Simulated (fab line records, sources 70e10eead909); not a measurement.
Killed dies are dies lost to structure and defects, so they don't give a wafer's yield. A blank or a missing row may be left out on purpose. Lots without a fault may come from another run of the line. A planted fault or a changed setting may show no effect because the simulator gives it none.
One fault seen from 3 desks | flow nand_harc | each desk has only its own numbers; what lay behind them comes last

THE TOOL OWNER'S DESK: litho_track-06
The tool's own readings at NHARC_P_M2_PEB_07 (peb time 65 s): means of the sampled wafers that have a number, for each lot that ran on this tool. A lot is out of limits, marked OUT, if its mean lies more than 4 standard deviations from the usual mean; the brackets give that distance.
Columns: A = chill_plate_temp_C at NHARC_P_M2_PEB_07, usual 23.00 C; B = heater_power_total_W at NHARC_P_M2_PEB_07, usual 156.6 W; C = plate_temp_C at NHARC_P_M2_PEB_07, usual 100.00 C
lot  | first seen here | A     | B               | C
L961 | day 7 15:14     | 22.93 | 156.7           | 100.06
L968 | day 9 11:23     | 23.16 | 156.7           | 99.98
L973 | day 10 08:34    | 23.04 | 169.8 (+31) OUT | 106.16 (+44) OUT
L978 | day 11 13:52    | 23.00 | 169.8 (+31) OUT | 106.02 (+43) OUT
This desk's finding: out of limits on L973, L978; first on L973, day 10 08:34 (heater_power_total_W at NHARC_P_M2_PEB_07). In limits: L961, L968.

THE DEFECT DESK
What the inspections along the route counted, lot by lot: means of the sampled wafers that have a number. A lot is out of limits, marked OUT, if its mean lies more than 4 standard deviations from the usual mean; the brackets give that distance.
Columns: A = raw_defect_count at NHARC_P_M1_INSPECT_11, usual 4.2
lot  | first seen here | A
L955 | day 5 19:16     | 1.7
L956 | day 6 09:04     | 4.0
L959 | day 6 18:29     | 5.0
L961 | day 7 11:08     | 4.3
L960 | day 7 13:09     | 5.3
L965 | day 8 13:17     | 5.0
L968 | day 9 07:31     | 2.3
L973 | day 10 04:33    | 5.7
L972 | day 10 04:52    | 2.7
L978 | day 11 09:47    | 3.0
L977 | day 11 10:34    | 4.3
This desk's finding: nothing out of limits on any of the 11 lots.

THE METROLOGY DESK
What the gauges read, lot by lot, whatever tool the lot ran on: means of the sampled wafers that have a number. A lot is out of limits, marked OUT, if its mean lies more than 4 standard deviations from the usual mean; the brackets give that distance.
Columns: A = cd_nm at NHARC_P_M2_CD_MEAS_09, usual 170.1 nm
lot  | first seen here | A
L955 | day 5 23:26     | 170.5
L956 | day 6 13:07     | 169.3
L959 | day 6 22:26     | 169.7
L961 | day 7 15:19     | 170.1
L960 | day 7 17:07     | 170.3
L965 | day 8 17:21     | 169.7
L968 | day 9 11:28     | 170.4
L973 | day 10 08:38    | 188.7 (+38) OUT
L972 | day 10 08:53    | 170.1
L978 | day 11 13:56    | 184.9 (+30) OUT
L977 | day 11 14:38    | 169.7
This desk's finding: out of limits on L973, L978; first on L973, day 10 08:38 (cd_nm at NHARC_P_M2_CD_MEAS_09). In limits: L955, L956, L959, L961, L960, L965, L968, L972, L977.

PUT TOGETHER
The tool owner's desk could have raised an alarm at day 10 08:34, on L973, L978.
The metrology desk could have raised an alarm at day 10 08:38, on L973, L978.
The defect desk saw nothing out of limits.
The defect desk has L973, L978 on record, within its limits.
Of the lots named, all ran NHARC_P_M2_PEB_07 on litho_track-06.

WHAT THE SIMULATOR HAD PUT IN
Process parameter drift: litho_track-06, from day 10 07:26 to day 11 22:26, at NHARC_P_M2_PEB_07. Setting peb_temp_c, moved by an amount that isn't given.
Lots struck among those shown: L973, L978.
Hours from the fault's start to each desk's first reading out of limits: the tool owner's desk, 1; the metrology desk, 1.
